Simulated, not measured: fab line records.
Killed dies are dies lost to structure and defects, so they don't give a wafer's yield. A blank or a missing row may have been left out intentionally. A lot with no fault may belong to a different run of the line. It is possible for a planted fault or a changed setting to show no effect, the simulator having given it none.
Which tool is to blame? / flow n5 finfet / 10 lots, 30 wafers sampled, at 2 steps of a route of 1938

WHAT THE GAUGES SHOWED, per wafer
N5_BEOL_M14_THK_MEAS_01.
lot=L298; measured=day 12 15:47; on=film metro-01; M14_ILD_THK (nm)=1136 1123 1150
lot=L296; measured=day 12 16:16; on=film metro-02; M14_ILD_THK (nm)=1123 1099 1124
lot=L297; measured=day 12 18:07; on=film metro-02; M14_ILD_THK (nm)=1111 1126 1107
lot=L307; measured=day 15 18:48; on=film metro-01; M14_ILD_THK (nm)=1138 1144 1119
lot=L306; measured=day 15 19:44; on=film metro-02; M14_ILD_THK (nm)=1098 1118 1115
lot=L310; measured=day 16 14:19; on=film metro-01; M14_ILD_THK (nm)=1104 1119 1121
lot=L312; measured=day 16 17:38; on=film metro-02; M14_ILD_THK (nm)=1130 1146 1153
lot=L313; measured=day 16 22:54; on=film metro-01; M14_ILD_THK (nm)=1142 1107 1157
lot=L315; measured=day 17 21:05; on=film metro-01; M14_ILD_THK (nm)=1138 1127 1131
lot=L314; measured=day 17 21:13; on=film metro-02; M14_ILD_THK (nm)=1128 1108 1133

TOOL THAT RAN EACH LOT (tool first, then ch and the chambers of the sampled wafers, then the start)
lot=L298; N5_BEOL_M13_DEP_53=pecvd-02 ch 0,2, day 12 15:28
lot=L296; N5_BEOL_M13_DEP_53=pecvd-03 ch 0,2, day 12 15:56
lot=L297; N5_BEOL_M13_DEP_53=pecvd-02 ch 0,1,2, day 12 17:47
lot=L307; N5_BEOL_M13_DEP_53=pecvd-04 ch 0,1, day 15 18:24
lot=L306; N5_BEOL_M13_DEP_53=pecvd-02 ch 0,2, day 15 19:19
lot=L310; N5_BEOL_M13_DEP_53=pecvd-04 ch 0,1, day 16 14:00
lot=L312; N5_BEOL_M13_DEP_53=pecvd-02 ch 0,1, day 16 17:19
lot=L313; N5_BEOL_M13_DEP_53=pecvd-03 ch 0,1, day 16 22:33
lot=L315; N5_BEOL_M13_DEP_53=pecvd-04 ch 0,1,2, day 17 20:27
lot=L314; N5_BEOL_M13_DEP_53=pecvd-04 ch 1,2, day 17 20:50
- N5_BEOL_M13_DEP_53: deposits SiCN from 3MS/NH3, target thk 50 nm, time 17.8 s.

THE ANSWER, worked out from the rows above alone
Rule: usual is defined by the lots themselves. Put in order of their means at a reading, lots are off if they are a third of the lots or fewer, leave a main group of 4 or more, and stand apart from it by a gap of 3 or more times the standard deviation of the main group's means; of several such gaps the widest counts. A main group whose means are all the same, to the digits that the tables above print for the reading, isn't used. A lot without any number at a reading at which 4 lots or more have one is off too. The other lots that the step has rows for count as sound.
None of the lots is off at any reading shown; this tells nothing.

WHAT THE SIMULATOR HAD INSERTED
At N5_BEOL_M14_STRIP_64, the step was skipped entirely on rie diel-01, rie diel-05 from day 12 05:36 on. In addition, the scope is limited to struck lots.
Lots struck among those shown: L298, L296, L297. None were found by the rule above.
